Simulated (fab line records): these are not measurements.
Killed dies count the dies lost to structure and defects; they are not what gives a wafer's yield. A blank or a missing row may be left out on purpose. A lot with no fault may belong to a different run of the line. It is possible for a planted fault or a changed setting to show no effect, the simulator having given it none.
fab line records	flow nand_harc
record: lots: 6	wafers: 18	last_day: 34
route steps=1302 shown A_CONTACT@1086
lots that met no fault: taken from a fault-free run of the same line
start_h: the number of hours between the record's first day and the start of the first shown wafer of the lot	wait_h: hours elapsed since this lot's preceding step	" same as the row above	L1.1+2: one row covering several wafers at once	- value missing, or start not given	* or withheld: withheld	< > ~ a bound
route shown NAME@n: NAME is a module with steps in the file, n the number in the route of the first one	usual: average and standard deviation across the fault-free wafers	same: alike in all rows	chamber/n: place in a boat	sites: each site's reading	_std_site: the values' standard deviation	_edge_site: outer sites' mean less inner sites'	radius_mm: for every site, how far away it sits from the centre of the wafer	mask NAME#n: copy n	behind: tool/chamber where the wafer was last shaped	hold: why the lot went on hold/how many hours it stayed there/how the hold came to an end	device: which transistor (n, p or np) failed to switch	end of line: tests run on the same wafers once the route is complete	for a step that has no rows: nothing shown but its recipe	killed: the dies lost at the first sort to structure and to defects; this is not the yield of the wafer	map: a wafer's dies, x killed, . not, _ none there
set.NAME: the setting the step ran with; set.NAME@STEP: the setting that earlier step ran with	model.NAME: the simulator's own value behind a step, which no gauge read
lots seen at some steps along the route; tables by step, rows by wafer
services: a tool's chamber out of use, with start hour (start_h, from the record's first day; less than 0 if before it), hours out, and reason
== steps ==
step: NHARC_A_CONTACT_ETCH_134
recipe: source_w: withheld	pressure_mtorr: 20	bias_v: withheld	time_s: 140	target_depth_a: 7000	ar_flow_sccm: withheld	c4f8_flow_sccm: withheld	o2_flow_sccm: withheld	chemistry: C4F8/O2/Ar
usual: chamber_pressure_mTorr: 20.002/0.019
same: time_s: 140
lot.wafer	tool	chamber	start_h	wait_h	chamber_pressure_mTorr	rf_hours_counter_h
L966.1	har_cap_etch-01	1	515.26	-	20.022	0
L966.4	"	0	"	"	19.984	-
L966.5	"	0	"	"	20.017	-
L973.2	har_cap_etch-03	1	605.21	-	19.979	63
L973.4	"	1	"	"	19.979	-
L973.6	"	0	"	"	20.020	-
L980.2	har_cap_etch-01	1	655.57	-	19.977	24
L980.3	"	0	"	"	19.991	-
L980.4	"	1	"	"	19.996	-
L982.3	har_cap_etch-02	1	677.35	-	19.966	-
L982.4	"	0	"	"	20.011	-
L982.6	"	1	"	"	20.001	-
L988.1	har_cap_etch-02	1	738.62	-	19.994	128
L988.4	"	0	"	"	19.984	-
L988.5	"	0	"	"	20.022	-
L989.2	har_cap_etch-03	0	762.01	-	19.984	90
L989.1	"	1	"	"	19.974	90
L989.4	"	1	"	"	19.972	-
step: NHARC_A_CONTACT_ETCH_135
recipe: source_w: withheld	pressure_mtorr: 20	bias_v: 1200	time_s: 311	target_depth_a: 19120	ar_flow_sccm: withheld	c4f8_flow_sccm: withheld	o2_flow_sccm: withheld	chemistry: C4F8/O2/Ar
step: NHARC_A_CONTACT_ETCH_136
recipe: source_w: withheld	pressure_mtorr: 20	bias_v: 1200	time_s: 311	target_depth_a: 19120	ar_flow_sccm: withheld	c4f8_flow_sccm: withheld	o2_flow_sccm: withheld	chemistry: C4F8/O2/Ar
usual: chamber_pressure_mTorr: 20.003/0.019
same: time_s: 311
lot.wafer	tool	chamber	start_h	wait_h	chamber_pressure_mTorr	rf_hours_counter_h
L966.1	har_cap_etch-01	1	515.73	0.2	20.002	0
L966.4	"	0	"	"	19.998	-
L966.5	"	0	"	"	20.015	-
L973.2	har_cap_etch-03	1	605.68	0.2	19.949	63
L973.4	"	1	"	"	19.999	-
L973.6	"	0	"	"	19.999	-
L980.2	har_cap_etch-01	1	656.06	0.2	20.004	25
L980.3	"	0	"	"	19.992	-
L980.4	"	1	"	"	20.004	-
L982.3	har_cap_etch-02	1	677.85	0.2	19.993	-
L982.4	"	0	"	"	20.041	-
L982.6	"	1	"	"	20.035	-
L988.1	har_cap_etch-02	1	739.10	0.2	19.995	129
L988.4	"	0	"	"	19.986	-
L988.5	"	0	"	"	20.014	-
L989.2	har_cap_etch-03	0	762.64	0.3	20.006	90
L989.1	"	1	"	"	20.023	90
L989.4	"	1	"	"	20.032	-
step: NHARC_A_CONTACT_ETCH_137
recipe: source_w: withheld	pressure_mtorr: 20	bias_v: 1200	time_s: 311	target_depth_a: 19120	ar_flow_sccm: withheld	c4f8_flow_sccm: withheld	o2_flow_sccm: withheld	chemistry: C4F8/O2/Ar
usual: chamber_pressure_mTorr: 20.001/0.02
same: time_s: 311
lot.wafer	tool	chamber	start_h	wait_h	chamber_pressure_mTorr	rf_hours_counter_h
L966.1	har_cap_etch-01	1	516.00	0.2	20.021	1
L966.4	"	0	"	"	19.989	-
L966.5	"	0	"	"	19.977	-
L973.2	har_cap_etch-03	1	605.95	0.2	20.012	64
L973.4	"	1	"	"	20.017	-
L973.6	"	0	"	"	19.982	-
L980.2	har_cap_etch-01	1	656.33	0.2	20.005	25
L980.3	"	0	"	"	19.996	-
L980.4	"	1	"	"	19.991	-
L982.3	har_cap_etch-02	1	678.12	0.2	20.006	-
L982.4	"	0	"	"	19.978	-
L982.6	"	1	"	"	19.987	-
L988.1	har_cap_etch-02	1	739.37	0.2	20.010	129
L988.4	"	0	"	"	19.996	-
L988.5	"	0	"	"	19.999	-
L989.2	har_cap_etch-03	0	763.00	0.3	19.995	90
L989.1	"	1	"	"	19.994	90
L989.4	"	1	"	"	20.022	-
step: NHARC_A_CONTACT_ETCH_138
recipe: source_w: withheld	pressure_mtorr: 20	bias_v: 1200	time_s: 311	target_depth_a: 19140	ar_flow_sccm: withheld	c4f8_flow_sccm: withheld	o2_flow_sccm: withheld	chemistry: C4F8/O2/Ar
step: NHARC_A_CONTACT_ETCH_139
recipe: source_w: withheld	pressure_mtorr: 20	bias_v: 400	time_s: 195	target_depth_a: 8400	ar_flow_sccm: withheld	c4f8_flow_sccm: 11.5	o2_flow_sccm: 7.2	chemistry: C4F8/O2/Ar
usual: chamber_pressure_mTorr: 20.000/0.018
same: time_s: 195
lot.wafer	tool	chamber	start_h	wait_h	chamber_pressure_mTorr	rf_hours_counter_h
L966.1	har_cap_etch-01	1	516.54	0.2	19.971	1
L966.4	"	0	"	"	20.009	-
L966.5	"	0	"	"	20.006	-
L973.2	har_cap_etch-03	1	606.49	0.2	19.977	64
L973.4	"	1	"	"	19.996	-
L973.6	"	0	"	"	20.010	-
L980.2	har_cap_etch-01	1	656.86	0.2	20.030	25
L980.3	"	0	"	"	20.023	-
L980.4	"	1	"	"	19.996	-
L982.3	har_cap_etch-02	1	678.67	0.2	20.015	-
L982.4	"	0	"	"	19.970	-
L982.6	"	1	"	"	20.009	-
L988.1	har_cap_etch-02	1	739.91	0.2	19.978	129
L988.4	"	0	"	"	20.008	-
L988.5	"	0	"	"	20.006	-
L989.2	har_cap_etch-03	0	763.73	0.3	19.980	91
L989.1	"	1	"	"	19.996	91
L989.4	"	1	"	"	19.973	-
step: NHARC_A_CONTACT_ETCH_92
recipe: target_depth_a: 400	over_etch_frac: 0.5	time_s: 85.7	ion_energy_ev: 120	ch3f_flow_sccm: 50	o2_flow_sccm: 30	ar_flow_sccm: 200	rf_w: 500	bias_w: 100	chemistry: CH3F/O2
usual: chamber_pressure_mTorr: 25.000/0.022	drypump_motor_current_A: 5.5/0.43	oes_product_au: 0.930/0.027	rf_vpp_V: 244.0/2	showerhead_plenum_p_Torr: 2.43/0.13	throttle_valve_pct: 20.662/0.0093
same: time_s: 85.7
lot.wafer	tool	chamber	start_h	wait_h	chamber_pressure_mTorr	drypump_motor_current_A	oes_product_au	rf_hours_counter_h	rf_vpp_V	showerhead_plenum_p_Torr	throttle_valve_pct
L966.1	rie_diel-06	3	517.10	0.5	24.968	5.6	0.915	3	242.5	2.32	20.681
L966.4	"	2	"	"	24.975	6.0	0.917	4	243.9	2.33	20.662
L966.5	"	3	"	"	24.980	5.7	0.920	-	243.5	2.32	20.658
L973.2	rie_diel-06	1	607.07	0.5	25.006	5.3	0.910	17	242.9	2.40	20.675
L973.6	"	3	"	"	24.979	5.6	0.922	-	242.8	2.32	20.662
L973.4	"	1	"	"	25.011	5.3	0.910	-	243.4	2.40	20.663
L980.3	rie_diel-06	2	657.37	0.4	25.028	6.0	0.925	25	240.8	2.32	20.670
L980.4	"	0	"	"	25.003	4.9	0.919	22	247.7	2.64	20.677
L980.2	"	1	"	"	24.995	5.3	0.917	24	243.5	2.39	20.669
L982.3	rie_diel-06	0	679.15	0.4	25.014	5.0	0.997	2	246.4	2.64	20.664
L982.4	"	2	"	"	25.007	6.0	0.999	2	242.5	2.32	20.673
L982.6	"	0	"	"	24.982	4.9	0.993	-	247.1	2.64	20.658
L988.1	rie_diel-06	1	740.47	0.5	25.029	5.3	0.925	11	242.1	2.39	20.666
L988.4	"	3	"	"	25.020	5.6	0.937	13	243.0	2.31	20.646
L988.5	"	1	"	"	25.016	5.3	0.928	-	244.2	2.39	20.667
L989.1	rie_diel-06	1	764.37	0.5	24.976	5.3	0.908	15	244.0	2.39	20.662
L989.2	"	3	"	"	25.009	5.6	0.923	17	244.2	2.31	20.675
L989.4	"	3	"	"	25.010	5.6	0.926	-	241.4	2.31	20.675
step: NHARC_A_CONTACT_ETCH_98
recipe: target_depth_a: 200	over_etch_frac: 0.5	time_s: 10	ion_energy_ev: 250	c4f6_flow_sccm: 25	o2_flow_sccm: 20	ar_flow_sccm: 500	rf_w: 600	bias_w: 500	chemistry: C4F6/O2
step: NHARC_A_CONTACT_CD_MEAS_15
usual: cd_nm: 190.0/0.48
lot.wafer	tool	chamber	start_h	wait_h	cd_nm
L966.1	cd_sem-03	-	517.81	-	190.3
L966.4	"	-	"	"	189.7
L966.5	"	-	"	"	189.9
L973.2	cd_sem-03	-	607.31	-	190.0
L973.4	"	-	"	"	190.3
L973.6	"	-	"	"	190.2
L980.2	cd_sem-03	-	657.59	-	191.0
L980.3	"	-	"	"	190.7
L980.4	"	-	"	"	190.7
L982.3	cd_sem-02	-	679.36	-	189.6
L982.4	"	-	"	"	189.4
L982.6	"	-	"	"	189.7
L988.1	cd_sem-03	-	740.70	-	189.9
L988.4	"	-	"	"	189.9
L988.5	"	-	"	"	190.0
L989.1	cd_sem-02	-	764.63	-	190.0
L989.2	"	-	"	"	189.6
L989.4	"	-	"	"	189.3
step: NHARC_A_CONTACT_STRIP_107
recipe: n2_flow_sccm: 150	h2_flow_sccm: 150	ar_flow_sccm: 0	bias_w: 0	chemistry: N2/H2
step: NHARC_A_CONTACT_STRIP_108
recipe: cf4_flow_sccm: 100	chf3_flow_sccm: 30	ar_flow_sccm: 0	bias_w: 0	chemistry: CF4/CHF3
step: NHARC_A_CONTACT_STRIP_109
recipe: o2_flow_sccm: 400	cos_flow_sccm: 20	ar_flow_sccm: 0	bias_w: 0	chemistry: O2/COS
step: NHARC_A_CONTACT_ETCH_110
recipe: target_depth_a: 600	overetch_a: 60	time_s: 33	ion_energy_ev: 100	cf4_flow_sccm: 80	o2_flow_sccm: 20	ar_flow_sccm: 0	rf_w: 300	bias_w: 100	chemistry: CF4/O2
usual: chamber_pressure_mTorr: 30.003/0.025	drypump_motor_current_A: 5.5/0.45	oes_o_777_au: 1.000/0.0048	oes_product_au: 0.996/0.0098	rf_vpp_V: 197.6/1.7	showerhead_plenum_p_Torr: 1.33/0.071	throttle_valve_pct: 13.397/0.0089
same: time_s: 33
lot.wafer	tool	chamber	start_h	wait_h	chamber_pressure_mTorr	drypump_motor_current_A	oes_o_777_au	oes_product_au	rf_hours_counter_h	rf_vpp_V	showerhead_plenum_p_Torr	throttle_valve_pct
L966.1	rie_diel-06	2	518.11	0.1	30.032	6.0	0.998	0.990	4	197.5	1.26	13.390
L966.4	"	3	"	"	30.003	5.6	1.004	0.982	3	195.1	1.26	13.401
L966.5	"	2	"	"	29.984	6.0	1.004	0.991	-	197.1	1.26	13.399
L973.4	rie_diel-11	3	607.60	0.1	29.983	5.5	0.996	0.985	67	198.1	1.37	13.400
L973.2	"	1	"	"	29.965	6.4	0.998	0.979	67	199.5	1.42	13.392
L973.6	"	3	"	"	30.010	5.5	1.001	0.994	-	199.0	1.37	13.395
L980.2	rie_diel-06	3	657.88	0.1	30.007	5.6	1.008	0.981	26	196.1	1.26	13.390
L980.4	"	0	"	"	29.990	4.9	0.997	0.910	22	200.4	1.43	13.383
L980.3	"	1	"	"	29.998	5.3	1.003	0.980	24	197.5	1.30	13.392
L982.3	rie_diel-06	1	679.65	0.1	30.002	5.3	1.004	0.981	2	197.0	1.30	13.412
L982.4	"	2	"	"	30.007	6.0	1.001	0.994	2	195.5	1.26	13.410
L982.6	"	0	"	"	29.999	5.0	0.999	0.913	-	200.8	1.43	13.395
L988.1	rie_diel-11	1	741.03	0.1	30.010	6.4	0.999	1.015	50	200.3	1.41	13.392
L988.4	"	3	"	"	30.062	5.5	0.999	0.997	-	199.0	1.36	13.392
L988.5	"	0	"	"	29.988	5.3	1.004	1.001	-	195.9	1.25	13.395
L989.2	rie_diel-11	3	764.92	0.1	30.021	5.5	0.989	0.999	56	198.5	1.36	13.410
L989.1	"	0	"	"	29.983	5.3	1.002	1.001	49	195.6	1.25	13.395
L989.4	"	2	"	"	29.958	6.0	0.993	1.009	43	199.5	1.40	13.406
step: NHARC_A_CONTACT_STRIP_26
recipe: o2_flow_sccm: 500	ar_flow_sccm: 0	bias_w: 0	chemistry: O2
== services ==
tool	chamber	start_h	hours	kind
rie_diel-06	0	493.23	-	clean
rie_diel-06	1	493.23	-	clean
rie_diel-06	2	493.23	-	clean
rie_diel-06	3	493.23	-	clean
har_cap_etch-01	-	497.00	17.0	pm
rie_diel-06	0	517.73	-	clean
rie_diel-06	1	517.73	-	clean
rie_diel-06	2	517.73	-	clean
rie_diel-06	3	517.73	-	clean
rie_diel-06	0	542.31	-	clean
rie_diel-06	1	542.31	-	clean
rie_diel-11	2	564.00	30.2	repair
rie_diel-06	0	600.53	8.0	repair
rie_diel-11	1	609.25	2.6	repair
rie_diel-11	-	614.22	9.0	pm
har_cap_etch-03	-	622.86	0.5	repair
rie_diel-06	-	661.23	9.0	pm
rie_diel-11	0	666.53	5.0	repair
har_cap_etch-01	-	668.66	2.5	repair
rie_diel-11	2	724.01	20.3	repair
rie_diel-11	0	730.90	4.9	repair
rie_diel-06	2	743.08	4.0	repair
har_cap_etch-02	-	754.00	17.0	pm
rie_diel-06	0	755.14	10.5	repair
== key ==
first_sign: step: NHARC_A_CONTACT_ETCH_110	reading: oes_product_au	direction: down	sigmas: 8.6	usual: 0.996	struck: 0.912
effect none on later readings
met_at NHARC_A_CONTACT_ETCH_110
struck_wafers L980.4,L982.6
later_rows_left_out L980.4,L982.6
sort_left_out L980.4,L982.6
tester_left_out L980,L982
fault: kind: process_parameter_drift	tool: rie_diel-06	chamber: 0	onset_h: 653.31	steps: NHARC_A_CONTACT_ETCH_110	channel: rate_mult	offset: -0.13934	shape: step	end_h: 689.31
tester_left_out: of these lots the tester's yield and bins aren't shown, on N5 and GAA mostly nor the transistor test; their killed dies are dies lost to structure and defects alone, not to doping, threshold or leakage, so they don't give the yield
sort_left_out: the simulated sort isn't trusted on such a fault, so these wafers' sort isn't shown, and their yield isn't known
later_rows_left_out: the simulator's readings of these wafers behind a module that went badly wrong aren't trusted and aren't shown, but for the sort
